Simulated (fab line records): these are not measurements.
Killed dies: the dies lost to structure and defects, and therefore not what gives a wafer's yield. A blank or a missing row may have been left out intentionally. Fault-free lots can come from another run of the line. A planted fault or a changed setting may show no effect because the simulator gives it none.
Which of the tools did it? | flow n5Finfet | 30 wafers from 10 lots sampled at 2 of the route's 1938 steps

WHAT THE GAUGES READ, wafer by wafer
N5_BEOL_M5_CD_MEAS_28: target cd 30.6 nm, target cd y 20 nm.
lot  | measured     | on       | cdNm (nm)
L726 | day 8 12:57  | cdSem-03 | 30.35 30.73 30.49
L727 | day 8 16:34  | cdSem-01 | 30.97 30.64 30.79
L733 | day 9 23:29  | cdSem-03 | 30.83 30.37 30.70
L735 | day 10 12:57 | cdSem-03 | 30.81 30.58 30.87
L736 | day 10 21:51 | cdSem-02 | 30.02 30.68 30.53
L738 | day 11 17:11 | cdSem-02 | 30.51 30.38 30.20
L739 | day 11 17:21 | cdSem-03 | 30.54 30.47 30.36
L746 | day 13 08:10 | cdSem-03 | 31.22 31.18 31.87
L747 | day 14 01:02 | cdSem-02 | 31.74 31.26 31.51
L748 | day 14 07:32 | cdSem-01 | 30.92 30.82 30.88

TOOL THAT RAN EACH LOT (tool first, then ch and the chambers of the sampled wafers, then the start)
lot  | N5_BEOL_M5_EXPOSE_25
L726 | euvScanner-01 ch 0, day 8 12:48
L727 | euvScanner-02 ch 0, day 8 16:26
L733 | euvScanner-01 ch 0, day 9 23:21
L735 | euvScanner-02 ch 0, day 10 12:49
L736 | euvScanner-02 ch 0, day 10 21:43
L738 | euvScanner-02 ch 0, day 11 17:02
L739 | euvScanner-02 ch 0, day 11 17:13
L746 | euvScanner-02 ch 0, day 13 08:02
L747 | euvScanner-02 ch 0, day 14 00:54
L748 | euvScanner-01 ch 0, day 14 07:25
- N5_BEOL_M5_EXPOSE_25: exposes mask V4, defocus 10 nm.

THE ANSWER, worked out from the rows above alone
Rule: the usual values come from the lots themselves. Put in order of their means at a reading, lots are off if they are a third of the lots or fewer, leave a main group of 4 or more, and stand apart from it by a gap of 3 or more times the standard deviation of the main group's means; of several such gaps the widest counts. Not used: any main group whose means are identical at the precision the tables above print for the reading. Also off: a lot with no number at a reading for which 4 or more lots have one. Where the step has rows for the other lots, those lots are counted as sound.
Off, at N5_BEOL_M5_CD_MEAS_28 on cdNm: L746, L747. For the main group the mean is 30.60 nm and the standard deviation 0.18.
If a tool, at a process step before that reading, ran all the lots that are off and no sound lot after the first of them, it fits. Those tools and the gauges at N5_BEOL_M5_CD_MEAS_28 are tried in the same way. One candidate fits, namely euvScanner-02 at N5_BEOL_M5_EXPOSE_25. A fault onset in the window from L739 (day 11 17:13, its last sound lot) to L746 (day 13 08:02, its first lot off) fits.

WHAT THE SIMULATOR PUT IN
Drift in process parameters on euvScanner-02 at N5_BEOL_M5_EXPOSE_25, starting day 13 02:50. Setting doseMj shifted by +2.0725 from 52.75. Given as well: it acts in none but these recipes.
Struck lots among those shown: L746, L747. Same finding as the rule above.
